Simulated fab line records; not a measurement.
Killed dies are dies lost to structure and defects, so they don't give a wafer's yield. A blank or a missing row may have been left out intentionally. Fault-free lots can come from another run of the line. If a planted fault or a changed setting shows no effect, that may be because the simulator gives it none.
3 desks, one fault + flow n5Finfet + every desk sees just its own numbers, and what lay behind them comes last

== THE DEFECT DESK ==
Per lot, the means of the sampled wafers with a number show what the inspections along the route counted. The brackets show how far a lot's mean lies from the usual mean; more than 4 standard deviations puts the lot out of limits, marked OUT.
Columns: A = rawDefectCount at N5_BEOL_M11_INSPECT_30, usual 367
| lot  | first seen here | A   |
|------|-----------------|-----|
| L657 | day 10 08:55    | 315 |
| L658 | day 10 12:11    | 452 |
| L665 | day 12 20:21    | 303 |
| L666 | day 13 04:47    | 361 |
| L667 | day 13 05:42    | 350 |
| L673 | day 14 09:10    | 526 |
| L674 | day 14 15:31    | 314 |
| L676 | day 15 14:52    | 317 |
| L677 | day 15 21:38    | 334 |
This desk found nothing out of limits on any of the 9 lots.

== AT THE TOOL OWNER'S DESK: rieDiel-01 ==
The tool's own readings at N5_BEOL_M11_TRENCH_ETCH_37 (etches SiCOH lowk in C4F6/O2, target depth 148.83 nm, time 48 s): means of the sampled wafers that have a number, for each lot that ran on this tool. The brackets show how far a lot's mean lies from the usual mean; more than 4 standard deviations puts the lot out of limits, marked OUT.
Columns: A = C4F6_flow_sccm at N5_BEOL_M11_TRENCH_ETCH_37, usual 10.00 sccm; B = drypumpMotorCurrentA at N5_BEOL_M11_TRENCH_ETCH_37, usual 5.7 A; C = oesProductAu at N5_BEOL_M11_TRENCH_ETCH_37, usual 0.79 a.u.; D = rfVppV at N5_BEOL_M11_TRENCH_ETCH_37, usual 663 V; E = showerheadPlenumPTorr at N5_BEOL_M11_TRENCH_ETCH_37, usual 2.84 Torr; F = throttleValvePct at N5_BEOL_M11_TRENCH_ETCH_37, usual 20.88 %
| lot  | first seen here | A     | B   | C    | D   | E    | F     |
|------|-----------------|-------|-----|------|-----|------|-------|
| L658 | day 10 12:31    | 9.99  | 5.5 | 0.87 | 672 | 2.85 | 20.71 |
| L665 | day 12 21:31    | 10.03 | 5.5 | 0.84 | 670 | 2.84 | 20.73 |
| L666 | day 13 05:24    | 9.97  | 5.5 | 0.88 | 665 | 2.83 | 20.77 |
| L667 | day 13 06:44    | 10.01 | 5.5 | 0.90 | 673 | 2.84 | 20.75 |
This desk found nothing out of limits on any of the 4 lots.

== AT THE METROLOGY DESK ==
What the gauges read, lot by lot, whatever tool the lot ran on: means of the sampled wafers that have a number. The brackets show how far a lot's mean lies from the usual mean; more than 4 standard deviations puts the lot out of limits, marked OUT.
Columns: A = trenchDepthNm at N5_BEOL_M11_OCD_MEAS_38, usual 148.1 nm; B = M11_THK at N5_BEOL_M11_THK_MEAS_53, usual 142.5 nm; C = M11_RS at N5_BEOL_M11_RS_MEAS_57, usual 0.1518 ohm/sq
| lot  | first seen here | A               | B                | C                 |
|------|-----------------|-----------------|------------------|-------------------|
| L657 | day 10 09:27    | 147.1           | 144.2            | 0.1514            |
| L658 | day 10 12:42    | 150.3           | 144.3            | 0.1500            |
| L665 | day 12 21:41    | 149.6           | 144.6            | 0.1508            |
| L666 | day 13 05:35    | 169.2 (+11) OUT | 162.5 (+8.0) OUT | 0.1351 (-6.7) OUT |
| L667 | day 13 06:55    | 169.4 (+11) OUT | 163.2 (+8.3) OUT | 0.1336 (-7.3) OUT |
| L673 | day 14 09:41    | 147.2           | 140.8            | 0.1527            |
| L674 | day 14 16:13    | 149.7           | 144.8            | 0.1495            |
| L676 | day 15 15:24    | 146.6           | 139.8            | 0.1538            |
| L677 | day 15 22:25    | 150.5           | 145.8            | 0.1496            |
This desk's verdict: out of limits on L666, L667, starting with L666 at day 13 05:35 (trenchDepthNm at N5_BEOL_M11_OCD_MEAS_38). In limits: L657, L658, L665, L673, L674, L676, L677.

== TAKEN TOGETHER ==
An alarm was possible from the metrology desk at day 13 05:35, on L666, L667.
No out-of-limits result turned up at the defect desk.
The tool owner's desk saw nothing out of limits.
The defect desk has L666, L667 on record, within its limits.
Tool owner's desk: L666, L667 on record, inside its limits.
Every lot named ran N5_BEOL_M11_TRENCH_ETCH_37 on rieDiel-01.

== WHAT THE SIMULATOR HAD PUT IN ==
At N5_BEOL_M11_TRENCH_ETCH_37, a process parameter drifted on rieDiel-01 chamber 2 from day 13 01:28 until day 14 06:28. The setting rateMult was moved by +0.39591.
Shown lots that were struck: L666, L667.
Hours from the fault's start to each desk's first reading out of limits: the metrology desk, 4.
